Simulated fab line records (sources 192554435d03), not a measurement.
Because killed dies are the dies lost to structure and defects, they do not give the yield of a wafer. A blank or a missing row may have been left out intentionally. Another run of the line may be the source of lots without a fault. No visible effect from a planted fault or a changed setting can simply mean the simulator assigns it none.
What tool caused it? | flow n5 finfet | Sampling: 12 lots, 36 wafers, 6 of 1938 route steps

WHAT EACH GAUGE READ, for each wafer
N5_FIN_CUT_CD_MEAS_08 targets a cd of 29.1 nm.
lot  | measured    | on        | cd nm (nm)
L075 | day 2 09:35 | cd sem-02 | 29.16 28.95 28.96
L077 | day 2 21:04 | cd sem-02 | 28.73 29.15 29.53
L079 | day 3 08:21 | cd sem-01 | 28.41 29.07 29.20
L081 | day 3 21:13 | cd sem-02 | 29.17 29.29 28.92
L083 | day 4 09:22 | cd sem-02 | 29.42 29.46 29.11
L085 | day 4 22:33 | cd sem-02 | 29.07 29.23 28.99
L087 | day 5 08:31 | cd sem-01 | 28.77 29.38 29.19
L089 | day 5 21:29 | cd sem-02 | 29.37 28.65 29.00
L091 | day 6 09:52 | cd sem-02 | 29.29 29.06 29.86
L093 | day 6 21:44 | cd sem-02 | 28.97 29.34 29.23
L095 | day 7 08:43 | cd sem-03 | 29.12 29.08 29.24
L097 | day 7 21:56 | cd sem-02 | 29.06 29.25 29.30

WHICH TOOL RAN EACH LOT (tool, then ch and the chambers of the sampled wafers, then the start)
lot  | N5_ZERO_LAYER_PECVD_02         | N5_PMOS_HMC_CHANNEL_EPI_ETCH_38 | N5_FIN_SAQP_DENSIFY_62          | N5_FIN_SAQP_MANDREL1_REMOVE_56  | N5_FIN_SAQP_ETCH_67
L075 | pecvd-03 ch 0,1,2, day 1 18:17 | rie si-01 ch 0,1,3, day 2 00:05 | rtp anneal-02 ch 0, day 2 03:05 | rie si-03 ch 1,2,3, day 2 05:59 | rie diel-05 ch 0,1,2, day 2 06:53
L077 | pecvd-02 ch 0,1,2, day 2 06:17 | rie si-01 ch 0,1,2, day 2 11:52 | rtp anneal-02 ch 0, day 2 14:40 | rie si-03 ch 2,3, day 2 18:23   | rie diel-04 ch 0,1,3, day 2 19:17
L079 | pecvd-02 ch 0,2, day 2 18:17   | rie si-01 ch 0,1,2, day 2 23:32 | rtp anneal-02 ch 0, day 3 02:16 | rie si-03 ch 0,2, day 3 05:17   | rie diel-05 ch 0,1,2, day 3 06:17
L081 | pecvd-02 ch 2, day 3 06:19     | rie si-04 ch 0,1, day 3 11:52   | rtp anneal-02 ch 0, day 3 14:37 | rie si-03 ch 1,2,3, day 3 18:02 | rie diel-06 ch 0,2, day 3 19:16
L083 | pecvd-02 ch 0,1,2, day 3 18:17 | rie si-02 ch 1,2, day 4 00:36   | rtp anneal-02 ch 0, day 4 03:20 | rie si-06 ch 0,1,3, day 4 06:34 | rie diel-04 ch 0,2,3, day 4 07:43
L085 | pecvd-02 ch 1,2, day 4 06:17   | rie si-04 ch 1,2,3, day 4 11:50 | rtp anneal-02 ch 0, day 4 15:53 | rie si-05 ch 1,2,3, day 4 19:49 | rie diel-06 ch 2,3, day 4 20:42
L087 | pecvd-04 ch 1,2, day 4 18:18   | rie si-02 ch 0,3, day 4 23:43   | rtp anneal-02 ch 0, day 5 02:23 | rie si-05 ch 0,1,2, day 5 05:30 | rie diel-04 ch 1,2, day 5 06:23
L089 | pecvd-02 ch 0,1,2, day 5 06:19 | rie si-01 ch 1,2, day 5 12:35   | rtp anneal-01 ch 0, day 5 15:22 | rie si-06 ch 0,1,2, day 5 18:37 | rie diel-06 ch 0,3, day 5 19:49
L091 | pecvd-03 ch 0,2, day 5 18:17   | rie si-02 ch 1,3, day 6 00:07   | rtp anneal-01 ch 0, day 6 02:53 | rie si-06 ch 0,2,3, day 6 05:54 | rie diel-05 ch 0,1,3, day 6 07:03
L093 | pecvd-03 ch 0,2, day 6 06:17   | rie si-01 ch 0,2, day 6 11:53   | rtp anneal-01 ch 0, day 6 14:37 | rie si-06 ch 0,1,2, day 6 17:56 | rie diel-05 ch 1,2, day 6 19:19
L095 | pecvd-04 ch 0,1,2, day 6 18:17 | rie si-01 ch 0,2,3, day 6 23:57 | rtp anneal-01 ch 0, day 7 02:59 | rie si-06 ch 0,1,2, day 7 05:58 | rie diel-04 ch 0,2,3, day 7 06:51
L097 | pecvd-02 ch 0,1,2, day 7 06:17 | rie si-04 ch 0,2,3, day 7 11:26 | rtp anneal-02 ch 0, day 7 15:39 | rie si-03 ch 0,2,3, day 7 18:56 | rie diel-04 ch 0,3, day 7 19:54
- N5_ZERO_LAYER_PECVD_02: deposits SiO2 from SiH4/N2O, target thk 10 nm, time 6 s.
- N5_PMOS_HMC_CHANNEL_EPI_ETCH_38: etches SiO2 in CF4, target depth 1.5 nm.
- N5_FIN_SAQP_DENSIFY_62: time 60 s.
- N5_FIN_SAQP_MANDREL1_REMOVE_56: chemistry HBr/Cl2/O2, target a-Si, stops on SiNx, bt time 10 s.
- N5_FIN_SAQP_ETCH_67: etches SiNx in CH3F/O2, target depth 30 nm.

THE ANSWER, worked out from the rows above alone
Rule: what is usual is taken from the lots themselves. Put in order of their means at a reading, lots are off if they are a third of the lots or fewer, leave a main group of 4 or more, and stand apart from it by a gap of 3 or more times the standard deviation of the main group's means; of several such gaps the widest counts. If all means in a main group match to the digits the tables above print for the reading, that group is not used. A lot without any number at a reading at which 4 lots or more have one is off too. Any other lot the step has rows for is counted as sound.
No lot is off on any of the readings shown, so nothing can be concluded from this.

WHAT HAD BEEN PUT IN BY THE SIMULATOR
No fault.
